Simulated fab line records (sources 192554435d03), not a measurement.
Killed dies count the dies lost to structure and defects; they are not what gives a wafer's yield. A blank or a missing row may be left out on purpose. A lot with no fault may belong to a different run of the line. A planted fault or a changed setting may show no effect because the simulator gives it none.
Matching of chambers	flow n5 finfet	4 sister chambers for N5_MIM_TOP_ETCH_STRIP_01 on rie diel-03
The step strips in O2. 8 wafers are shown with their chamber, then 9 later ones without.

== EACH WAFER AND ITS CHAMBER ==
wafer	chamber	showerhead plenum p Torr (Torr)	drypump motor current A (A)
L082.5	0	2.22	5.3
L083.1	3	2.14	5.8
L083.5	3	2.14	5.9
L085.2	0	2.22	5.3
L085.6	1	2.19	5.9
L088.2	2	1.98	5.2
L088.5	2	1.97	5.2
L088.6	1	2.18	6.0

== WAFERS WHOSE CHAMBER IS MISSING ==
wafer	showerhead plenum p Torr (Torr)	drypump motor current A (A)
L084.1	2.14	5.9
L084.5	2.13	5.9
L084.6	2.21	5.2
L089.3	2.18	6.0
L089.4	2.21	5.3
L089.5	1.97	5.2
L092.2	2.18	6.0
L092.5	2.21	5.3
L092.6	2.13	5.9

== CHAMBER TAKEN BY EACH ==
wafer	from the rows above	in truth
L084.1	3	3
L084.5	3	3
L084.6	0	0
L089.3	1	1
L089.4	0	0
L089.5	2	2
L092.2	1	1
L092.5	0	0
L092.6	3	3
9 of 9 placed correctly. Can't be placed from these rows: 0. Number placed wrongly: 0.
How it was worked out, from the rows above alone: a wafer's distance from a chamber is the root of the sum, over the readings, of the square of ((its reading less the chamber's mean) divided by the reading's scatter). The wafer belongs to the nearest chamber; if the next one is less than 2 further off, it can't be placed. The mean given for a chamber averages the wafers shown for that chamber. The scatter is the square root of a quotient: the sum, over the shown wafers, of each reading's squared deviation from its chamber's mean, divided by wafers minus chambers.
